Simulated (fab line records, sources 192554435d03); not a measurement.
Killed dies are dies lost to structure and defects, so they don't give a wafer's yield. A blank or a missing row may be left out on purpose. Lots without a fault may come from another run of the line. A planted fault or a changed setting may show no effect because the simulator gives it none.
One fault seen from 2 desks | flow n5_finfet | each desk has only its own numbers; what lay behind them comes last

THE METROLOGY DESK
What the gauges read, lot by lot, whatever tool the lot ran on: means of the sampled wafers that have a number. A lot is out of limits, marked OUT, if its mean lies more than 4 standard deviations from the usual mean; the brackets give that distance. Of its 10 readings 7 are shown: those that lie furthest out on some lot.
Columns: A = DIBL_N at N5_BEOL_M4_RC_MEAS_101, usual 36.0 mV/V; B = DIBL_P at N5_BEOL_M4_RC_MEAS_101, usual 36.2 mV/V; C = IOFF_N at N5_BEOL_M4_RC_MEAS_101, usual 0.16 nA/um; D = IOFF_P at N5_BEOL_M4_RC_MEAS_101, usual 0.21 nA/um; E = SS_P at N5_BEOL_M4_RC_MEAS_101, usual 73.2 mV/dec; F = VT_N at N5_BEOL_M4_RC_MEAS_101, usual 250 mV; G = VT_P at N5_BEOL_M4_RC_MEAS_101, usual -251 mV
lot  | first seen here | A    | B    | C    | D    | E    | F   | G
L573 | day 10 20:44    | 35.9 | 36.4 | 0.17 | 0.21 | 73.6 | 252 | -251
L577 | day 11 21:32    | 39.4 | 41.3 | 0.20 | 0.25 | 73.9 | 248 | -248
L578 | day 12 00:25    | 35.6 | 35.3 | 0.15 | 0.24 | 73.2 | 250 | -248
L590 | day 15 02:02    | 31.9 | 32.2 | 0.11 | 0.14 | 72.1 | 255 | -256
This desk's finding: nothing out of limits on any of the 4 lots.

THE TOOL OWNER'S DESK: litho_track-05
The tool's own readings at N5_BEOL_M3_COAT_22 (resist thk 30 nm): means of the sampled wafers that have a number, for each lot that ran on this tool. A lot is out of limits, marked OUT, if its mean lies more than 4 standard deviations from the usual mean; the brackets give that distance.
Columns: A = spin_speed_rpm at N5_BEOL_M3_COAT_22, usual 1499.9 rpm
lot  | first seen here | A
L573 | day 8 19:28     | 1499.6
L577 | day 10 06:28    | 1608.8 (+99 or more) OUT
L578 | day 10 13:16    | 1609.0 (+99 or more) OUT
This desk's finding: out of limits on L577, L578; first on L577, day 10 06:28 (spin_speed_rpm at N5_BEOL_M3_COAT_22). In limits: L573.

PUT TOGETHER
The tool owner's desk could have raised an alarm at day 10 06:28, on L577, L578.
The metrology desk saw nothing out of limits.
The metrology desk has L577, L578 on record, within its limits.
Of the lots named, all ran N5_BEOL_M3_COAT_22 on litho_track-05.

WHAT THE SIMULATOR HAD PUT IN
Process parameter drift: litho_track-05, from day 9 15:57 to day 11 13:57, at N5_BEOL_M3_COAT_22. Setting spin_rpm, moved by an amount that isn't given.
Lots struck among those shown: L577, L578.
Hours from the fault's start to each desk's first reading out of limits: the tool owner's desk, 15.
